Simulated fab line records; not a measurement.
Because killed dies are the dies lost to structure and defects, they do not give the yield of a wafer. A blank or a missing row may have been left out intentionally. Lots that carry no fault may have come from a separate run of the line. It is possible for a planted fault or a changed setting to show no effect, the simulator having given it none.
A single fault, viewed from 2 desks :: flow n5-finfet :: only its own numbers are on each desk; what lay behind them is given at the end

== THE DEFECT DESK ==
Per lot, the means of the sampled wafers with a number show what the inspections along the route counted. The brackets show how far a lot's mean lies from the usual mean; more than 4 standard deviations puts the lot out of limits, marked OUT.
Columns: A = raw-defect-count at N5_WELL_APT_INSPECT_38, usual 12
lot: L715
first seen here: day 1 23:28
A: 14

lot: L717
first seen here: day 2 10:59
A: 17

lot: L719
first seen here: day 2 22:38
A: 10

lot: L721
first seen here: day 3 11:24
A: 14

lot: L722
first seen here: day 3 16:41
A: 7

lot: L723
first seen here: day 3 23:31
A: 13

lot: L724
first seen here: day 4 04:53
A: 18

lot: L727
first seen here: day 4 22:50
A: 11

lot: L728
first seen here: day 5 04:47
A: 15

lot: L731
first seen here: day 5 23:05
A: 17

lot: L734
first seen here: day 6 18:40
A: 13

lot: L735
first seen here: day 6 23:34
A: 10

lot: L736
first seen here: day 7 04:46
A: 12
This desk found nothing out of limits on any of the 13 lots.

== DESK OF THE TOOL OWNER: rie-si-05 ==
The tool's own readings at N5_PMOS_HMC_CHANNEL_EPI_ETCH_38 (etches SiO2 in CF4, target depth 1.5 nm): means of the sampled wafers that have a number, for each lot that ran on this tool. The brackets show how far a lot's mean lies from the usual mean; more than 4 standard deviations puts the lot out of limits, marked OUT.
Columns: A = bias-w at N5_PMOS_HMC_CHANNEL_EPI_ETCH_38, usual 400.0 W; B = drypump-motor-current-A at N5_PMOS_HMC_CHANNEL_EPI_ETCH_38, usual 5.6 A; C = oes-product-au at N5_PMOS_HMC_CHANNEL_EPI_ETCH_38, usual 1.005 a.u.; D = throttle-valve-pct at N5_PMOS_HMC_CHANNEL_EPI_ETCH_38, usual 21.83 %
lot: L715
first seen here: day 2 00:21
A: 400.2
B: 5.4
C: 1.010
D: 21.80

lot: L723
first seen here: day 4 00:30
A: 398.5
B: 6.3
C: 1.010
D: 21.76

lot: L724
first seen here: day 4 06:07
A: 400.5
B: 5.9
C: 0.993
D: 21.80

lot: L728
first seen here: day 5 05:38
A: 410.6 (+8.1) OUT
B: 5.3
C: 1.028
D: 21.62

lot: L731
first seen here: day 6 00:05
A: 426.9 (+21) OUT
B: 6.1
C: 0.998
D: 21.76
This desk's verdict: out of limits on L728, L731, starting with L728 at day 5 05:38 (bias-w at N5_PMOS_HMC_CHANNEL_EPI_ETCH_38). In limits: L715, L723, L724.

== TAKEN TOGETHER ==
The tool owner's desk could have raised an alarm at day 5 05:38, on L728, L731.
Nothing out of limits was seen by the defect desk.
The defect desk has L728, L731 on record, within its limits.
Of the lots named, all ran N5_PMOS_HMC_CHANNEL_EPI_ETCH_38 on rie-si-05.

== WHAT THE SIMULATOR PUT IN ==
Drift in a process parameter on rie-si-05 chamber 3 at N5_PMOS_HMC_CHANNEL_EPI_ETCH_38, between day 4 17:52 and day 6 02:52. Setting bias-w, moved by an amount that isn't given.
Struck lots among those shown: L728, L731.
Hours from the fault's start to each desk's first reading out of limits: the tool owner's desk, 12.
